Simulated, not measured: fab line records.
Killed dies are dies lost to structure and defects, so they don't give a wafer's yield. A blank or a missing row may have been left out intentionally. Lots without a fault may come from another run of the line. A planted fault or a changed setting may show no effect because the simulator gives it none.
8D (eight disciplines) problem report, filled in by code + flow n5-finfet + the parts of the form that need people (team, actions taken, sign-off) are left out
Where a reading is given only as a bound, like >300, the bound stands for it, and a mean or a difference that rests on one is marked > or <: the true number lies beyond.

== 1. WHAT IS WRONG ==
raw-defect-count at N5_BEOL_M0_CUTY_INSPECT_59 reads a mean of >300 on 6 wafers of 2 lots; wafers without a fault read 2.1 with a standard deviation of 1.5. So: +99 or more standard deviations from the usual mean.
The step: inspects for defects (macro).
The first sign was on wafer L307.1 at day 9 12:01, on defect-inspect-01. Wafers with a number at this step in the record: 24, from 8 lots. Rule for "out", or "out of limits": more than 4 standard deviations from the usual mean. All remaining wafers that have a number are taken as sound.

== 2. WHAT THIS IS AND IS NOT ==
| question                    | is                     | is not                                                                    |
|-----------------------------|------------------------|---------------------------------------------------------------------------|
| which readings at this step | raw-defect-count       | -                                                                         |
| which lots                  | L307, L310             | L293, L295, L298, L304, L312, L315                                        |
| which wafers of those lots  | all that have a number | -                                                                         |
| read on which gauges        | defect-inspect-01      | defect-inspect-02                                                         |
| when                        | from day 9 12:01       | up to then (12 sound wafers); but 6 sound wafers of L312, L315 came after |

== 3. THE SUSPECTS, EACH WITH WHAT RULES IT OUT ==
Counting: a tool at any process step up to the reading remains a suspect when it ran all the lots that are out and ran no sound lot after the first of those.
- the gauge at N5_BEOL_M0_CUTY_INSPECT_59: kept. All the wafers that are out were read on defect-inspect-01, and no step on other tools shows them out.
- rie-diel-06 at N5_BEOL_M0_SAQP_ETCH_73 (etches SiARC in CF4, target depth 19.5 nm, time 32.5 s): kept. All lots that are out passed through it, beginning with L307 at day 9 10:43, and no sound lot followed; its final sound lot before that point was L295 at day 6 12:10.
- rie-diel-06 at N5_BEOL_M0_SAQP_CUT_ETCH_46 (etches SOC in N2/H2, target depth 135 nm, overetch 27 nm, time 202.5 s): kept. All lots that are out passed through it, beginning with L307 at day 9 10:45, and no sound lot followed; its final sound lot before that point was L295 at day 6 12:12.
Left after counting: rie-diel-06 at N5_BEOL_M0_SAQP_ETCH_73, rie-diel-06 at N5_BEOL_M0_SAQP_CUT_ETCH_46, defect-inspect-01 at N5_BEOL_M0_CUTY_INSPECT_59.

== 4. THE CAUSE (what the simulator had put in) ==
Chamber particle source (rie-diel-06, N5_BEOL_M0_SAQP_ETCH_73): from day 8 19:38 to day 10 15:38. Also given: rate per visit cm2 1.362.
Of the 3 suspects that counting leaves, this tool is one.

== 5. THE EFFECT CHAIN, in route order ==
Rows list readings where the struck wafers' mean (over those with a number) sits beyond 3 standard deviations from the usual. Only readings for which the record gives a usual standard deviation are gone through. hours: the time from each lot's start at the first step in this table that gives one to its start at this step, as a median over the lots. sigmas: the change in usual standard deviations.
| hours | step                       | reading              | usual  | on struck wafers | change | sigmas      |
|-------|----------------------------|----------------------|--------|------------------|--------|-------------|
| 0     | N5_BEOL_M0_CUTY_INSPECT_59 | raw-defect-count     | 2.1    | >300             | >+298  | +99 or more |
| 150   | N5_PASSIVATION_PROBE_49    | defect-limited-yield | 91.2 % | 84.2             | -7.0   | -5.0        |
| 150   | N5_PASSIVATION_PROBE_49    | killed_at_M0_to_M3   | 35     | 127              | +92    | +8.3        |
| 150   | N5_PASSIVATION_PROBE_49    | killed-dies          | 103    | 186              | +84    | +4.9        |
| 150   | N5_PASSIVATION_PROBE_49    | sort_bin_5_function  | 5.1 %  | 9.8              | +4.7   | +4.9        |
| 150   | N5_PASSIVATION_PROBE_49    | sort-n-pass          | 1077   | 994              | -84    | -4.9        |
| 150   | N5_PASSIVATION_PROBE_49    | sort-yield-pct       | 91.2 % | 84.2             | -7.0   | -5.0        |
The process steps in it:
- N5_PASSIVATION_PROBE_49
Later measuring or inspecting steps at which every struck wafer that the step has a row for has a number for every such reading, and none has moved that far: N5_BEOL_M4_RC_MEAS_101.

== 6. WHAT WOULD HAVE CAUGHT IT SOONER ==
16 hours passed between the start of the fault at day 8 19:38 and the first reading out of limits at a measuring or inspecting step in this record, taken at day 9 12:01.
Tool readings at N5_BEOL_M0_SAQP_ETCH_73 with a usual standard deviation given in the record: none out on any struck wafer, hence no alarm at a limit of 4 standard deviations on them.
Of the lots that are out (2), L310 began N5_BEOL_M0_SAQP_ETCH_73 on rie-diel-06 after day 9 12:01. Had the tool been put on hold then, it would have been spared.
